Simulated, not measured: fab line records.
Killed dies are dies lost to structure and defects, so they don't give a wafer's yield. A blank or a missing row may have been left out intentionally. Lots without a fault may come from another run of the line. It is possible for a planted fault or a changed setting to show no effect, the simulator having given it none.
Code-filled problem report in 8D (eight disciplines) form ; flow nandHarc ; the parts of the form that need people (team, actions taken, sign-off) are left out

1. WHAT WENT WRONG
Wafers without a fault read 60 s, standard deviation 3.5; timeToEndpointS at NHARC_A_CONTACT_CMP_20 reads a mean of 28 s on 4 wafers belonging to 2 lots. That is -9.1 standard deviations from the usual mean.
The step: polishes, t overpolish 30 s, target thk 300 nm.
First seen on wafer L278.2, day 27 07:40, on cmp-04. The record has a number at this step for 36 wafers belonging to 12 lots. By rule, "out" or "out of limits" means more than 4 standard deviations away from the usual mean. The other wafers with a number count as sound.

2. WHAT IT IS, AND WHAT IT ISN'T
question;is;is not
which readings at this step;timeToEndpointS;motorCurrentA, overpolishRunS
which lots;L278, L280;L267, L269, L272, L273, L274, L275, L281, L288, L289, L290
which wafers of those lots;L278.2, L278.3, L280.3, L280.5;L278.1, L280.6
read on which tools;cmp-01, cmp-04;cmp-02
when;from day 27 07:40;"up to then (19 sound wafers); but 13 sound wafers of L280, L281, L288, L289, L290 came after"

3. WHAT RULES OUT EACH SUSPECT
Counting: a tool at a process step up to the reading stays a suspect if it ran every lot that is out. Sound lots after the first of them don't rule it out here, since some wafers of a struck lot are sound.
- harCapEtch-02 at NHARC_A_CONTACT_ETCH_137 (etches the open film in C4F8/O2/Ar, time 311 s, target depth 1912 nm): kept. It ran every lot that is out, first L278 (day 27 04:01).
- harCapEtch-02 at NHARC_A_CONTACT_ETCH_139 (etches the open film in C4F8/O2/Ar, time 195 s, target depth 840 nm): kept. It ran every lot that is out, first L278 (day 27 04:34).
- cvdW-02 at NHARC_A_CONTACT_CVD_19 (deposits W, target thk 300 nm, time 802 s): kept. Every lot that is out went through it, the first being L278 (day 27 06:47); the last sound lot it ran before that was L275 (day 25 16:17).
- The sound lot-mates ran in chamber 1 of cvdW-02 at NHARC_A_CONTACT_CVD_19, but the wafers that are out ran in chamber 0.
Still standing after the count: harCapEtch-02 at NHARC_A_CONTACT_ETCH_137, harCapEtch-02 at NHARC_A_CONTACT_ETCH_139, cvdW-02 at NHARC_A_CONTACT_CVD_19.

4. THE CAUSE (what the simulator had put in)
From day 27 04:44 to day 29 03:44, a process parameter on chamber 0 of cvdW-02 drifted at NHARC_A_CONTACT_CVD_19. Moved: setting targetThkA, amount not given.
3 suspects survive the count, and this tool is in that group.

5. SEQUENCE OF EFFECTS, ordered by route
Rows list readings where the struck wafers' mean (over those with a number) sits beyond 3 standard deviations from the usual. Scope: only readings with a usual standard deviation given in the record; hours: median across lots of the time from each lot's start at the first step in this table that gives one to its start at this step; sigmas: change in usual standard deviations.
hours;step;reading;usual;on struck wafers;change;sigmas
0;NHARC_A_CONTACT_CMP_20;timeToEndpointS;60 s;28;-32;-9.1
It contains these process steps:
- NHARC_A_CONTACT_CMP_20: polishes, t overpolish 30 s, target thk 300 nm.

6. WHAT WOULD HAVE CAUGHT IT SOONER
In this record no reading fell out of limits until day 27 07:40, 3 hours after the fault had begun at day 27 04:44.
Tool readings at NHARC_A_CONTACT_CVD_19 with a usual standard deviation given in the record: none out on any struck wafer, hence no alarm at a limit of 4 standard deviations on them.
L280, from the lots that are out (2), started NHARC_A_CONTACT_CVD_19 on cvdW-02 later than day 27 07:40. Had the tool been put on hold then, it would have been spared.
